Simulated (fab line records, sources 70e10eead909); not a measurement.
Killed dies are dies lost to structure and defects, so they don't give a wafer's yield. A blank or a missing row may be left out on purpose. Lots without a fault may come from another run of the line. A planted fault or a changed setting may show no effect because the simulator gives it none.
Chamber matching | flow nand_harc | NHARC_A_STAIRCASE_CMP_152 on cmp-03: 4 sister chambers
The step polishes. 4 wafers are shown with their chamber, then 9 later ones without.

WAFERS WITH THEIR CHAMBER
wafer  | chamber | motor_current_A (A)
L079.2 | 2       | 10.3
L087.1 | 1       | 13.4
L090.5 | 0       | 13.8
L090.6 | 3       | 10.7

WAFERS WITHOUT THEIR CHAMBER
wafer  | motor_current_A (A)
L093.1 | 11.4
L093.4 | 13.5
L093.5 | 11.0
L094.1 | 10.5
L094.3 | 13.7
L094.5 | 10.8
L096.1 | 12.9
L096.4 | 12.1
L096.5 | 10.8

WHICH CHAMBER EACH WENT THROUGH
wafer  | from the rows above               | in truth
L093.1 | can't be placed: 3 or 2           | 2
L093.4 | can't be placed: 1 or 0           | 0
L093.5 | can't be placed: 3 or 2           | 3
L094.1 | can't be placed: 2 or 3           | 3
L094.3 | can't be placed: 0 or 1           | 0
L094.5 | can't be placed: 3 or 2           | 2
L096.1 | can't be placed: 1 or 0           | 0
L096.4 | can't be placed: 1 or 3 or 0 or 2 | 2
L096.5 | can't be placed: 3 or 2           | 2
Placed correctly: 0 of 9. Can't be placed from these rows: 9 (the true chamber is among the candidates in 9). Placed wrongly: 0.
How it was worked out, from the rows above alone: a wafer's distance from a chamber is the root of the sum, over the readings, of the square of ((its reading less the chamber's mean) divided by the reading's scatter). The wafer belongs to the nearest chamber; if the next one is less than 2 further off, it can't be placed. A chamber's mean is the mean of its shown wafers. The scatter: with one shown wafer a chamber, the root of the mean of the squares of how far each hidden wafer lies from its nearest shown one.
